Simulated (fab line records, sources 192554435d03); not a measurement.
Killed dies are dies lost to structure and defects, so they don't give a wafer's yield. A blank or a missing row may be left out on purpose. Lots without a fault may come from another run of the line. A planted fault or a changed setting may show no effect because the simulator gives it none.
fab line records | flow n5_finfet | part 2 of 2: steps 6 to 6 of 6
record lots=8 wafers=24 last_day=17
route steps=1938 shown HKMG_FIN@437 BEOL_M4@1111 PASSIVATION@1936
lots that met no fault: from a run of the same line without faults
start_h: hours from the record's first day to the start of the lot's first wafer shown | wait_h: hours since the lot's step before | " the same as in the row above | L1.1+2: a row that stands for several wafers | - no value, or no start given | * or withheld: withheld | < > ~ a bound
route shown NAME@n: a module of which the file shows steps, and the number in the route of the first | usual: mean/standard deviation of fault-free wafers | same: alike in all rows | chamber/n: place in a boat | sites: the reading at each site | _std_site: their standard deviation | _edge_site: outer sites' mean less inner sites' | radius_mm: how far each site lies from the wafer's centre | mask NAME#n: copy n | behind: the tool/chamber that last shaped the wafer | hold: why the lot was held/for how many hours/how that ended | device: the transistor (n, p or np) that didn't switch | end of line: the same wafers' tests at the end of the route | a step without rows: its recipe alone | killed: dies lost to structure and defects at the first sort, not the wafer's yield | map: a wafer's dies, x killed, . not, _ none there
set.NAME: the setting as run; set.NAME@STEP: as run at that earlier step | model.NAME: the simulator's own value behind a step, which no gauge read
steps of the route over a sample of lots; a table a step, a row a wafer
services: from which hour (start_h, from the record's first day; less than 0 if before it) a tool's chamber was out of use, for how many hours, and why
## steps
# step N5_PASSIVATION_PROBE_49
# usual defect_limited_yield=91.2/1.5 killed_at_M0_to_M3=35/11 killed_at_M4_up=13/5.6 killed_at_contacts=13/6.3 killed_at_front_end=38/12 killed_at_other=3.7/2.9 killed_dies=104/18 killed_open=69/13 killed_short=34/8.3 sort_bin_4_leakage=0/0 sort_bin_5_function=5.2/0.95 sort_bin_6_memory=3.3/0.68 sort_n_pass=1076/18 sort_yield_pct=91.2/1.5
# same gross_dies=1180 killed_at_back_side=0 sort_bin_8_speed[%]=0
# columns lot.wafer tool chamber start_h wait_h defect_limited_yield[%] killed_at_M0_to_M3 killed_at_M4_up killed_at_contacts killed_at_front_end killed_at_other killed_dies killed_open killed_short sort_bin_4_leakage[%] sort_bin_5_function[%] sort_bin_6_memory[%] sort_n_pass sort_yield_pct[%]
L335.1 prober-01 - 305.57 0.0 91.0 31 12 11 42 10 106 77 29 0 5.8 3.2 1074 91.0
L335.2 prober-01 - 305.62 0.1 92.2 38 16 8 21 9 92 65 24 0 4.0 3.5 1088 92.2
L335.6 prober-01 - 305.82 0.3 93.1 36 15 4 22 5 82 52 25 0 4.2 2.7 1098 93.1
L336.2 prober-02 - 333.00 0.1 90.2 29 10 10 65 2 116 76 39 0 5.4 4.0 1064 90.2
L336.4 prober-02 - 333.10 0.2 91.2 32 12 14 46 0 104 75 28 0 5.7 2.9 1076 91.2
L336.5 prober-02 - 333.15 0.2 87.1 49 17 25 59 2 152 98 52 0 7.7 4.6 1028 87.1
L340.2 prober-01 - 341.59 0.1 91.9 11 19 5 60 0 95 63 32 0 5.1 2.8 1085 91.9
L340.4 prober-01 - 341.69 0.2 91.1 25 17 10 46 7 105 65 39 0 5.8 2.8 1075 91.1
L340.5 prober-01 - 341.74 0.2 90.7 24 12 14 60 0 110 83 26 0 5.8 3.5 1070 90.7
L343.3 prober-01 - 362.83 0.1 93.4 28 6 11 26 7 78 53 25 0 3.9 2.5 1102 93.4
L343.4 prober-01 - 362.88 0.2 92.5 29 5 14 35 6 89 62 27 0 3.7 3.6 1091 92.5
L343.5 prober-01 - 362.93 0.2 92.9 30 4 1 38 11 84 52 32 0 4.2 2.9 1096 92.9
L348.1 prober-01 - 393.56 0.0 90.4 52 11 7 38 5 113 70 43 90.42 5.7 3.6 0 0
L348.2 prober-01 - 393.61 0.1 90.7 56 13 8 31 2 110 79 30 90.68 5.5 3.5 0 0
L348.5 prober-01 - 393.76 0.2 89.2 61 16 9 35 6 127 90 37 89.24 5.8 4.7 0 0
L349.2 prober-02 - 397.98 0.6 88.7 45 9 15 63 1 133 73 60 88.73 7.3 3.5 0 0
L349.3 prober-02 - 398.03 0.7 90.4 33 7 11 62 0 113 69 43 90.42 5.2 3.8 0 0
L349.5 prober-02 - 398.13 0.8 91.6 31 11 12 42 3 99 63 36 91.61 5.6 2.5 0 0
L350.2 prober-01 - 409.89 0.1 89.3 46 11 18 49 2 126 90 32 89.32 6.4 3.6 0 0
L350.4 prober-01 - 409.99 0.2 91.1 37 12 13 37 6 105 68 33 91.10 5.6 3.2 0 0
L350.6 prober-01 - 410.09 0.3 91.7 25 14 14 43 2 98 66 30 91.69 4.7 3.0 0 0
L352.1 prober-01 - 411.86 0.0 92.0 20 18 17 34 5 94 62 32 0 4.3 3.3 1086 92.0
L352.2 prober-01 - 411.91 0.1 91.5 28 15 15 39 3 100 68 31 0 4.7 3.4 1080 91.5
L352.4 prober-01 - 412.01 0.2 92.3 18 15 17 32 9 91 63 28 0 4.7 2.8 1089 92.3
# killed by level:class
L335.1 STI_FIN_REVEAL:geometric_particle:open=11 MOL_CONTACT_COAG:geometric_particle:open=10 FIN_SAQP:geometric_particle:short=8 BEOL_M0_SAQP:geometric_particle:short=6 BEOL_M7:geometric_particle:open=6 BEOL_M0_SAQP:geometric_particle:open=5 BEOL_M3:geometric_particle:open=5 STARTING-WAFER:geometric_particle:open=5
L335.2 BEOL_M0:geometric_particle:open=10 BEOL_M0_SAQP:geometric_particle:open=9 MOL_CONTACT_COAG:geometric_particle:open=7 BEOL_M1:geometric_particle:open=7 BEOL_M8:geometric_particle:open=4 BEOL_M4:geometric_particle:open=4 STARTING-WAFER:geometric_particle:open=4 STI_FIN_REVEAL:geometric_particle:open=3
L335.6 BEOL_M0_SAQP:geometric_particle:short=7 BEOL_M0:geometric_particle:open=6 BEOL_M2:geometric_particle:open=6 BEOL_M3:geometric_particle:open=5 MOL_CONTACT_COAG:geometric_particle:open=4 BEOL_M0_SAQP:geometric_particle:open=4 BEOL_M7:geometric_particle:open=4 BEOL_M8:geometric_particle:open=4
L336.2 FIN_SAQP:geometric_particle:short=17 FIN_SAQP:geometric_particle:open=16 STI_FIN_REVEAL:geometric_particle:open=12 MOL_CONTACT_COAG:geometric_particle:open=8 BEOL_M0_SAQP:geometric_particle:open=8 GATE_CUT:geometric_particle:short=5 BEOL_M0_SAQP:geometric_particle:short=5 STARTING-WAFER:geometric_particle:open=5
L336.4 FIN_SAQP:geometric_particle:open=13 MOL_CONTACT_COAG:geometric_particle:open=12 STI_FIN_REVEAL:geometric_particle:open=11 FIN_SAQP:geometric_particle:short=10 BEOL_M0_SAQP:geometric_particle:open=8 BEOL_M0_SAQP:geometric_particle:short=7 BEOL_M1:geometric_particle:open=6 BEOL_M4:geometric_particle:open=5
L336.5 FIN_SAQP:geometric_particle:short=24 MOL_CONTACT_COAG:geometric_particle:open=21 BEOL_M2:geometric_particle:open=12 FIN_SAQP:geometric_particle:open=11 BEOL_M0_SAQP:geometric_particle:open=11 BEOL_M0_SAQP:geometric_particle:short=11 BEOL_M4:geometric_particle:open=6 BEOL_M3:geometric_particle:open=6
L340.2 STI_FIN_REVEAL:geometric_particle:open=19 FIN_SAQP:geometric_particle:open=16 BEOL_M4:geometric_particle:open=8 FIN_SAQP:geometric_particle:short=8 BEOL_M0_SAQP:geometric_particle:short=4 BEOL_M8:geometric_particle:short=3 MOL_CONTACT_COAG:geometric_particle:short=3 BEOL_M8:geometric_particle:open=3
L340.4 FIN_SAQP:geometric_particle:short=12 BEOL_M0_SAQP:geometric_particle:open=10 FIN_SAQP:geometric_particle:open=8 MOL_CONTACT_COAG:geometric_particle:open=8 BEOL_M0_SAQP:geometric_particle:short=7 BEOL_M4:geometric_particle:open=7 GATE_CUT:geometric_particle:short=6 GATE_CUT:geometric_particle:open=5
L340.5 FIN_SAQP:geometric_particle:open=22 STI_FIN_REVEAL:geometric_particle:open=14 MOL_CONTACT_COAG:geometric_particle:open=11 BEOL_M1:geometric_particle:open=9 FIN_SAQP:geometric_particle:short=6 BEOL_M7:geometric_particle:open=5 BEOL_M3:geometric_particle:open=5 DUMMY_GATE:geometric_particle:open=4
L343.3 MOL_CONTACT_COAG:geometric_particle:open=7 BEOL_M3:geometric_particle:open=6 STI_FIN_REVEAL:geometric_particle:open=5 BEOL_M1:geometric_particle:open=5 MOL_CONTACT_COAG:geometric_particle:short=4 BEOL_M0_SAQP:geometric_particle:open=4 BEOL_M0:geometric_particle:open=4 FIN_SAQP:geometric_particle:open=3
L343.4 STI_FIN_REVEAL:geometric_particle:open=10 MOL_CONTACT_COAG:geometric_particle:open=10 BEOL_M0:geometric_particle:open=7 BEOL_M3:geometric_particle:open=7 GATE_CUT:geometric_particle:short=5 DUMMY_GATE:geometric_particle:open=4 BEOL_M2:geometric_particle:open=4 MOL_CONTACT_COAG:geometric_particle:short=4
L343.5 BEOL_M0_SAQP:geometric_particle:short=9 STI_FIN_REVEAL:geometric_particle:open=8 GATE_CUT:geometric_particle:short=7 FIN_SAQP:geometric_particle:open=6 FIN_SAQP:geometric_particle:short=5 DUMMY_GATE:geometric_particle:open=5 BEOL_M0_SAQP:geometric_particle:open=5 BEOL_M2:geometric_particle:open=5
L348.1 BEOL_M0_SAQP:geometric_particle:short=15 STI_FIN_REVEAL:geometric_particle:open=10 BEOL_M3:geometric_particle:open=10 BEOL_M2:geometric_particle:open=8 MOL_CONTACT_COAG:geometric_particle:open=7 BEOL_M1:geometric_particle:open=7 BEOL_M0_SAQP:geometric_particle:open=6 GATE_CUT:geometric_particle:short=6
L348.2 BEOL_M3:geometric_particle:open=13 BEOL_M2:geometric_particle:open=12 MOL_CONTACT_COAG:geometric_particle:open=8 BEOL_M0_SAQP:geometric_particle:open=7 BEOL_M0_SAQP:geometric_particle:short=7 BEOL_M1:geometric_particle:open=6 FIN_SAQP:geometric_particle:open=5 BEOL_M7:geometric_particle:open=5
L348.5 BEOL_M3:geometric_particle:open=12 BEOL_M1:geometric_particle:open=11 STI_FIN_REVEAL:geometric_particle:open=10 BEOL_M0_SAQP:geometric_particle:open=10 BEOL_M2:geometric_particle:open=10 MOL_CONTACT_COAG:geometric_particle:open=9 BEOL_M0_SAQP:geometric_particle:short=9 FIN_SAQP:geometric_particle:short=5
L349.2 FIN_SAQP:geometric_particle:short=18 FIN_SAQP:geometric_particle:open=15 BEOL_M0_SAQP:geometric_particle:short=13 STI_FIN_REVEAL:geometric_particle:open=12 MOL_CONTACT_COAG:geometric_particle:open=12 BEOL_M0_SAQP:geometric_particle:open=11 BEOL_M0:geometric_particle:short=8 BEOL_M4:geometric_particle:open=7
L349.3 FIN_SAQP:geometric_particle:short=20 FIN_SAQP:geometric_particle:open=18 STI_FIN_REVEAL:geometric_particle:open=14 BEOL_M0_SAQP:geometric_particle:short=12 MOL_CONTACT_COAG:geometric_particle:open=9 BEOL_M0_SAQP:geometric_particle:open=9 BEOL_M3:geometric_particle:open=4 GATE_CUT:geometric_particle:open=3
L349.5 STI_FIN_REVEAL:geometric_particle:open=13 MOL_CONTACT_COAG:geometric_particle:open=12 BEOL_M0_SAQP:geometric_particle:short=9 FIN_SAQP:geometric_particle:short=7 BEOL_M0_SAQP:geometric_particle:open=7 BEOL_M4:geometric_particle:open=6 BEOL_M2:geometric_particle:open=5 FIN_SAQP:geometric_particle:open=4
L350.2 MOL_CONTACT_COAG:geometric_particle:open=14 FIN_SAQP:geometric_particle:open=11 BEOL_M0_SAQP:geometric_particle:open=11 STI_FIN_REVEAL:geometric_particle:open=10 BEOL_M0:geometric_particle:open=7 BEOL_M2:geometric_particle:open=7 BEOL_M0_SAQP:geometric_particle:short=6 DUMMY_GATE:geometric_particle:open=5
L350.4 MOL_CONTACT_COAG:geometric_particle:open=12 FIN_SAQP:geometric_particle:open=9 BEOL_M0_SAQP:geometric_particle:open=9 FIN_SAQP:geometric_particle:short=8 BEOL_M3:geometric_particle:open=6 BEOL_M0_SAQP:geometric_particle:short=5 BEOL_M1:geometric_particle:open=5 STI_FIN_REVEAL:geometric_particle:open=4
L350.6 FIN_SAQP:geometric_particle:open=11 FIN_SAQP:geometric_particle:short=9 MOL_CONTACT_COAG:geometric_particle:open=9 STI_FIN_REVEAL:geometric_particle:open=8 BEOL_M1:geometric_particle:open=7 BEOL_M3:geometric_particle:open=6 GATE_CUT:geometric_particle:short=5 MOL_CONTACT_COAG:geometric_particle:short=5
L352.1 STI_FIN_REVEAL:geometric_particle:open=15 MOL_CONTACT_COAG:geometric_particle:open=13 BEOL_M4:geometric_particle:open=6 GATE_CUT:geometric_particle:short=5 BEOL_M2:geometric_particle:open=5 MOL_CONTACT_COAG:geometric_particle:short=4 BEOL_M2:geometric_particle:short=4 BEOL_M3:geometric_particle:open=4
L352.2 FIN_SAQP:geometric_particle:short=17 BEOL_M2:geometric_particle:open=13 FIN_SAQP:geometric_particle:open=11 MOL_CONTACT_COAG:geometric_particle:open=10 BEOL_M0_SAQP:geometric_particle:open=6 BEOL_M4:geometric_particle:open=5 MOL_CONTACT_COAG:geometric_particle:short=4 BEOL_M0_SAQP:geometric_particle:short=4
L352.4 MOL_CONTACT_COAG:geometric_particle:open=15 BEOL_M2:geometric_particle:open=11 STI_FIN_REVEAL:geometric_particle:open=7 BEOL_M4:geometric_particle:open=7 FIN_SAQP:geometric_particle:short=6 FIN_SAQP:geometric_particle:open=6 GATE_CUT:geometric_particle:short=5 BEOL_M0_SAQP:geometric_particle:short=5
## services
# columns tool chamber start_h hours kind
rie_diel-03 3 90.78 8.7 repair
ald_metal-01 - 97.34 2.8 pm
ald_metal-04 - 110.42 12.1 repair
rie_diel-03 2 120.65 6.2 repair
rie_diel-01 1 121.10 5.2 repair
ald_metal-01 0 132.30 3.4 repair
ald_metal-03 3 141.46 3.9 repair
rie_diel-03 0 155.80 6.7 repair
ald_metal-01 1 155.90 6.0 repair
ald_metal-03 1 160.26 65.4 repair
rie_diel-04 3 168.49 - clean
rie_diel-04 3 168.49 - consumable_replace:focus_ring
rie_diel-04 3 168.49 13.4 scheduled_down
rie_diel-04 3 168.49 13.4 vent_cycle
rie_diel-03 1 180.59 - clean
rie_diel-03 1 180.59 - consumable_replace:focus_ring
rie_diel-03 1 180.59 22.5 scheduled_down
rie_diel-03 1 180.59 22.5 vent_cycle
rie_diel-03 3 213.59 - clean
rie_diel-03 3 213.59 - consumable_replace:focus_ring
rie_diel-03 3 213.59 18.4 scheduled_down
rie_diel-03 3 213.59 18.4 vent_cycle
## key
first_sign step=N5_HKMG_FIN_ALD_91 reading=tool_record direction=missing
effect step=N5_BEOL_M4_RC_MEAS_101 reading=IOFF_N_LONG direction=up sigmas=99+ usual=5.57e-05 struck=0.0079816
effect step=N5_BEOL_M4_RC_MEAS_101 reading=IOFF_N_LIN direction=up sigmas=99+ usual=0.075 struck=12.222
effect step=N5_BEOL_M4_RC_MEAS_101 reading=IOFF_N direction=up sigmas=99+ usual=0.164 struck=27.277
effect step=N5_BEOL_M4_RC_MEAS_101 reading=IOFF_N_85C direction=up sigmas=99+ usual=3.2 struck=230.2
effect step=N5_BEOL_M4_RC_MEAS_101 reading=VT_N_LONG direction=down sigmas=77 usual=274.2 struck=130.5
effect step=N5_BEOL_M4_RC_MEAS_101 reading=IGATE_N direction=up sigmas=65 usual=0.0113 struck=0.0923
effect step=N5_BEOL_M4_RC_MEAS_101 reading=VT_N direction=down sigmas=61 usual=249.4 struck=104.1
effect step=N5_BEOL_M4_RC_MEAS_101 reading=VT_N_LVT direction=down sigmas=52 usual=98.3 struck=-47.4
effect step=N5_BEOL_M4_RC_MEAS_101 reading=ION_N direction=up sigmas=32 usual=673 struck=948
effect step=N5_BEOL_M4_RC_MEAS_101 reading=VT_P direction=down sigmas=19 usual=-250.0 struck=-293.4
effect step=N5_BEOL_M4_RC_MEAS_101 reading=VT_P_LONG direction=down sigmas=19 usual=-274.8 struck=-317.8
effect step=N5_BEOL_M4_RC_MEAS_101 reading=VT_P_LVT direction=down sigmas=18 usual=-98.8 struck=-141.8
effect step=N5_PASSIVATION_PROBE_49 reading=sort_bin_4_leakage direction=up sigmas=99+ usual=0 struck=90.36
met_at N5_HKMG_FIN_ALD_91
struck_lots L348,L349,L350
not_acting_at N5_HKMG_FIN_STRIP_34,N5_HKMG_FIN_ETCH_35,N5_HKMG_FIN_STRIP_89
onset_between 162.79 201.58
fault kind=skipped_step_whole tool=ald_metal-03,ald_metal-04 chamber=- onset_h=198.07 steps=N5_HKMG_FIN_ALD_91 scope=struck_lots_only
